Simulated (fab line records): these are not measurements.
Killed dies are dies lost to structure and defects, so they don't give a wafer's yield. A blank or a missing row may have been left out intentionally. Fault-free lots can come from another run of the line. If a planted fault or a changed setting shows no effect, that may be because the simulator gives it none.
Chamber matching | flow n5Finfet | N5_FIN_SAQP_HM_DEP_03 on pecvd-02: 3 sister chambers
The step deposits SiNx from SiH4/NH3/N2, target thk 38 nm, time 33.6 s. 3 wafers are shown with their chamber, then 11 later ones without.

EACH WAFER AND ITS CHAMBER
wafer  | chamber | throttleValvePct (%)
L088.3 | 2       | 35.0
L088.4 | 0       | 38.6
L089.4 | 1       | 41.6

WAFERS MISSING THEIR CHAMBER
wafer  | throttleValvePct (%)
L089.5 | 38.7
L089.6 | 34.9
L091.1 | 41.8
L091.3 | 39.0
L091.6 | 34.7
L093.1 | 41.6
L093.4 | 34.8
L093.6 | 41.8
L097.2 | 34.7
L097.3 | 38.9
L097.5 | 38.6

EACH ONE'S CHAMBER
wafer  | from the rows above | in truth
L089.5 | 0                   | 0
L089.6 | 2                   | 2
L091.1 | 1                   | 1
L091.3 | 0                   | 0
L091.6 | 2                   | 2
L093.1 | 1                   | 1
L093.4 | 2                   | 2
L093.6 | 1                   | 1
L097.2 | 2                   | 2
L097.3 | 0                   | 0
L097.5 | 0                   | 0
11 of 11 placed correctly. Not placeable from these rows: 0. Number placed wrongly: 0.
How it was worked out, from the rows above alone: a wafer's distance from a chamber is the root of the sum, over the readings, of the square of ((its reading less the chamber's mean) divided by the reading's scatter). The wafer belongs to the nearest chamber; if the next one is less than 2 further off, it can't be placed. The mean given for a chamber averages the wafers shown for that chamber. The scatter: root of mean squared gap, hidden wafer to nearest shown wafer, with one shown wafer a chamber.
